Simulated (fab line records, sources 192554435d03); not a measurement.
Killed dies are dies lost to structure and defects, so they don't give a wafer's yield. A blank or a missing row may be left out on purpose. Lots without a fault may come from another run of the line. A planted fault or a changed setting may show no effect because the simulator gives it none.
One fault seen from 2 desks | flow n5_finfet | each desk has only its own numbers; what lay behind them comes last

THE TOOL OWNER'S DESK: rie_diel-04
The tool's own readings at N5_PMOS_HMC_CHANNEL_EPI_STRIP_33 (strips in N2/H2): means of the sampled wafers that have a number, for each lot that ran on this tool. A lot is out of limits, marked OUT, if its mean lies more than 4 standard deviations from the usual mean; the brackets give that distance.
Columns: A = drypump_motor_current_A at N5_PMOS_HMC_CHANNEL_EPI_STRIP_33, usual 6.0 A; B = oes_product_au at N5_PMOS_HMC_CHANNEL_EPI_STRIP_33, usual 0.79 a.u.; C = rf_vpp_V at N5_PMOS_HMC_CHANNEL_EPI_STRIP_33, usual 54.3 V; D = showerhead_plenum_p_Torr at N5_PMOS_HMC_CHANNEL_EPI_STRIP_33, usual 3.40 Torr; E = throttle_valve_pct at N5_PMOS_HMC_CHANNEL_EPI_STRIP_33, usual 18.98 %
lot  | first seen here | A   | B    | C    | D    | E
L437 | day 1 23:39     | 5.7 | 0.87 | 56.2 | 3.51 | 18.71
L440 | day 2 17:50     | 6.5 | 0.76 | 53.8 | 3.36 | 19.03
L443 | day 3 11:26     | 6.2 | 0.79 | 54.7 | 3.43 | 18.89
L446 | day 4 05:37     | 6.1 | 0.81 | 56.3 | 3.44 | 18.97
L448 | day 4 17:41     | 6.4 | 0.75 | 54.6 | 3.37 | 19.01
L452 | day 5 18:05     | 6.1 | 0.78 | 55.3 | 3.42 | 18.92
L453 | day 5 23:13     | 6.1 | 0.78 | 54.9 | 3.42 | 18.91
This desk's finding: nothing out of limits on any of the 7 lots.

THE METROLOGY DESK
What the gauges read, lot by lot, whatever tool the lot ran on: means of the sampled wafers that have a number. A lot is out of limits, marked OUT, if its mean lies more than 4 standard deviations from the usual mean; the brackets give that distance.
Columns: A = PASS_OPEN_OVL at N5_PASSIVATION_OVL_MEAS_66, usual 0 nm
lot  | first seen here | A
L436 | day 11 21:25    | -7
L437 | day 12 18:23    | -2
L442 | day 13 08:41    | -1
L440 | day 14 00:49    | -3
L443 | day 14 12:07    | 3
L444 | day 14 17:16    | -3
L446 | day 15 15:46    | 1
L448 | day 16 01:40    | -5
L452 | day 16 06:29    | -0
L453 | day 17 02:46    | -2
This desk's finding: nothing out of limits on any of the 10 lots.

PUT TOGETHER
The tool owner's desk saw nothing out of limits.
The metrology desk saw nothing out of limits.

WHAT THE SIMULATOR HAD PUT IN
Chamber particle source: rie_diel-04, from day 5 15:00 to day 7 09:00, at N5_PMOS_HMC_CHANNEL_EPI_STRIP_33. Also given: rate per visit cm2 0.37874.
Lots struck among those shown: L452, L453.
